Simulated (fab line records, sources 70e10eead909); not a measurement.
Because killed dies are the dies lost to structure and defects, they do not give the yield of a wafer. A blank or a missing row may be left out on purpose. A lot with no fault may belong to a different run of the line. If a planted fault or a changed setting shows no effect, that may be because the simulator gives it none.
Chamber matching    flow nandHarc    NHARC_P_M1_DEP_33 on pecvd-01 has 3 sister chambers
The step deposits SiCN, target thk 30 nm. 18 wafers are shown with their chamber, then 9 later ones without.

## WAFERS, EACH WITH ITS CHAMBER
wafer   chamber  heaterPowerW (W)  heaterPowerOuterW (W)
L077.1  0        560               317
L077.5  0        563               318
L077.6  2        655               333
L078.2  2        681               363
L078.3  1        492               251
L078.4  1        476               252
L079.3  2        652               329
L079.5  0        556               336
L079.6  2        645               335
L081.3  2        652               347
L081.4  0        571               327
L081.5  1        503               270
L082.1  2        622               316
L082.2  1        435               223
L082.6  0        560               297
L085.1  2        680               358
L085.3  0        587               339
L085.6  2        661               347

SIGNATURES (averages over the wafers above)
reading            chamber 0  chamber 1  chamber 2  scatter within a chamber
heaterPowerW       566.17     476.50     656.00     19.7
heaterPowerOuterW  322.33     249.00     341.00     16.4
Rule: for a wafer and a chamber, the distance is found by dividing, reading by reading, the gap between the wafer's reading and the chamber's mean by the reading's scatter, squaring, summing and taking the root. If the next closest chamber is less than 2 further off than the closest, the wafer can't be placed; otherwise it belongs to the closest. How the scatter is found: for the shown wafers, subtract from each reading the mean of its chamber, square and add these, divide the total by (wafers less chambers), then take the root.

## WAFERS MISSING THEIR CHAMBER
wafer   heaterPowerW (W)  heaterPowerOuterW (W)
L089.3  617               325
L089.5  485               255
L089.6  584               353
L088.3  470               245
L088.4  602               357
L088.6  651               334
L094.1  717               375
L094.3  515               274
L094.4  687               376

## EACH ONE'S CHAMBER
wafer   from the rows above      in truth
L089.3  can't be placed: 2 or 0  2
L089.5  1                        1
L089.6  can't be placed: 0 or 2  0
L088.3  1                        1
L088.4  can't be placed: 0 or 2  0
L088.6  2                        2
L094.1  2                        2
L094.3  can't be placed: 1 or 0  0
L094.4  2                        2
Correct placement for 5 of the 9. Cannot be placed on the basis of these rows: 4; the candidates contain the true chamber in 4. Wrongly placed: 0.
